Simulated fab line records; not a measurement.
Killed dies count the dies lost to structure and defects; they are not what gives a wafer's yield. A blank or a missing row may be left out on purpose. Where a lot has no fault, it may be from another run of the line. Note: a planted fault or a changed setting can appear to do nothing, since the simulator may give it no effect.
Chamber matching | flow nand harc | NHARC_P_M0_DESCUM_14 on rie diel-03: 4 sister chambers
The step chemistry O2, time 3 s. 8 wafers are shown with their chamber, then 12 later ones without.

WAFERS PAIRED WITH THEIR CHAMBERS
wafer  | chamber | showerhead plenum p Torr (Torr) | drypump motor current A (A)
L084.5 | 1       | 2.04                            | 6.4
L085.4 | 0       | 1.81                            | 5.7
L087.4 | 3       | 2.02                            | 6.1
L087.5 | 3       | 2.02                            | 6.1
L087.6 | 2       | 1.80                            | 5.9
L091.1 | 0       | 1.81                            | 5.7
L091.2 | 1       | 2.03                            | 6.4
L091.5 | 2       | 1.80                            | 6.0

WAFERS WITH NO CHAMBER GIVEN
wafer  | showerhead plenum p Torr (Torr) | drypump motor current A (A)
L092.1 | 1.80                            | 5.8
L092.2 | 1.80                            | 6.0
L092.4 | 2.03                            | 6.3
L093.1 | 2.02                            | 6.2
L093.5 | 2.02                            | 6.2
L093.6 | 1.80                            | 5.7
L094.1 | 1.80                            | 5.7
L094.4 | 1.80                            | 5.7
L094.6 | 2.03                            | 6.3
L097.1 | 1.79                            | 6.0
L097.2 | 1.80                            | 5.7
L097.4 | 1.80                            | 5.7

THE CHAMBER EACH PASSED THROUGH
wafer  | from the rows above     | in truth
L092.1 | can't be placed: 0 or 2 | 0
L092.2 | 2                       | 2
L092.4 | 1                       | 1
L093.1 | 3                       | 3
L093.5 | 3                       | 3
L093.6 | 0                       | 0
L094.1 | 0                       | 0
L094.4 | 0                       | 0
L094.6 | 1                       | 1
L097.1 | 2                       | 2
L097.2 | 0                       | 0
L097.4 | 0                       | 0
Placed correctly: 11 of 12. From these rows, 1 cannot be placed; in 1 the true chamber is one of the candidates. Number placed wrongly: 0.
How it was worked out, from the rows above alone: a wafer's distance from a chamber is the root of the sum, over the readings, of the square of ((its reading less the chamber's mean) divided by the reading's scatter). The wafer belongs to the nearest chamber; if the next one is less than 2 further off, it can't be placed. For every chamber, the mean is computed from those of its wafers that are shown. How the scatter is found: for the shown wafers, subtract from each reading the mean of its chamber, square and add these, divide the total by (wafers less chambers), then take the root.
